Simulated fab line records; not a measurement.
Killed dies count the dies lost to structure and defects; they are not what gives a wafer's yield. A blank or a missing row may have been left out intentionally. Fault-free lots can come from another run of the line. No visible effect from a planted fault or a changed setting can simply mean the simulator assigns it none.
Which tool was responsible?    flow n5_finfet    72 wafers from 24 lots sampled at 2 of the route's 1938 steps

WHAT THE GAUGES SHOWED, per wafer
N5_GATE_CUT_INSPECT_26: inspects for defects (darkfield).
lot   measured      on                 raw_defect_count
L074  day 4 20:14   defect_inspect-02  36 15 20
L075  day 5 02:06   defect_inspect-01  28 14 33
L076  day 5 11:29   defect_inspect-01  32 39 46
L077  day 5 17:19   defect_inspect-01  30 34 38
L078  day 5 20:35   defect_inspect-02  51 61 61
L079  day 5 22:03   defect_inspect-02  33 26 27
L080  day 6 01:50   defect_inspect-02  49 48 51
L081  day 6 07:49   defect_inspect-02  27 38 47
L082  day 6 13:14   defect_inspect-01  39 28 25
L083  day 6 21:38   defect_inspect-02  24 20 42
L084  day 7 06:19   defect_inspect-01  39 40 19
L085  day 7 15:59   defect_inspect-02  51 58 52
L086  day 7 18:59   defect_inspect-02  35 14 32
L087  day 7 22:39   defect_inspect-01  43 71 22
L088  day 8 04:55   defect_inspect-01  49 55 72
L089  day 8 10:34   defect_inspect-02  30 35 55
L090  day 8 13:30   defect_inspect-01  72 51 60
L091  day 8 19:20   defect_inspect-02  47 17 22
L092  day 9 03:45   defect_inspect-02  48 49 42
L093  day 9 12:59   defect_inspect-01  41 33 21
L094  day 9 16:22   defect_inspect-02  48 43 34
L095  day 9 23:13   defect_inspect-02  39 57 114
L096  day 10 03:16  defect_inspect-01  64 60 46
L097  day 10 09:37  defect_inspect-02  42 32 49

N5_MOL_CONTACT_COAG_CD_MEAS_99: target cd 17.2 nm.
lot   measured      on         cd_nm (nm)
L074  day 4 21:04   cd_sem-01  17.5 17.0 17.9
L075  day 5 02:55   cd_sem-02  16.4 17.0 16.8
L076  day 5 12:47   cd_sem-02  17.1 16.8 17.3
L077  day 5 18:16   cd_sem-01  17.9 17.0 16.9
L078  day 5 21:32   cd_sem-01  17.5 17.6 17.2
L079  day 5 22:52   cd_sem-02  16.6 17.1 17.4
L080  day 6 02:47   cd_sem-02  17.6 17.2 17.1
L081  day 6 08:46   cd_sem-02  17.0 16.4 16.5
L082  day 6 14:04   cd_sem-02  17.0 17.3 17.3
L083  day 6 22:28   cd_sem-01  16.9 17.4 17.2
L084  day 7 07:08   cd_sem-02  16.8 17.3 16.8
L085  day 7 16:52   cd_sem-02  17.6 17.2 18.0
L086  day 7 20:09   cd_sem-01  17.3 17.7 17.8
L087  day 7 23:37   cd_sem-02  17.8 17.9 18.5
L088  day 8 05:55   cd_sem-02  17.5 18.4 17.5
L089  day 8 11:25   cd_sem-01  17.4 17.4 16.9
L090  day 8 14:30   cd_sem-02  17.2 17.7 18.3
L091  day 8 20:17   cd_sem-02  17.5 17.1 17.4
L092  day 9 04:41   cd_sem-01  18.1 17.8 17.6
L093  day 9 13:56   cd_sem-02  17.3 17.7 17.3
L094  day 9 17:23   cd_sem-01  17.3 17.1 17.1
L095  day 10 00:02  cd_sem-01  17.3 16.8 17.0
L096  day 10 04:05  cd_sem-02  18.0 17.1 17.3
L097  day 10 10:29  cd_sem-01  18.0 17.7 17.2

WHICH TOOL RAN EACH LOT (tool, then ch and the chambers of the sampled wafers, then the start)
The record holds no process step before these readings.

WHAT THE TOOLS THEMSELVES READ (means of the sampled wafers that have a number; where no wafer has one, the mark that the record gives instead)
The record holds no such reading with a usual standard deviation.

THE ANSWER, worked out from the rows above alone
Rule: what is usual is taken from the lots themselves. The widest of any qualifying gaps counts: lots, ordered by their means at a reading, are off when they make up no more than a third of the lots, leave a main group of 4 or more, and stand apart from it by 3 or more times the standard deviation of that group's means. Not used: any main group whose means are identical at the precision the tables above print for the reading. Also off: a lot with no number at a reading for which 4 or more lots have one. All remaining lots with rows at the step are treated as sound. Order of review: gauges by route order, followed by the tools' own readings, for which a lot's mean as printed above is used. At the first step where some lot is off, the reading lying furthest off is the one used; lots without a number count as furthest.
Nothing can be told from this: no lot is off at any reading shown.

WHAT HAD BEEN PUT IN BY THE SIMULATOR
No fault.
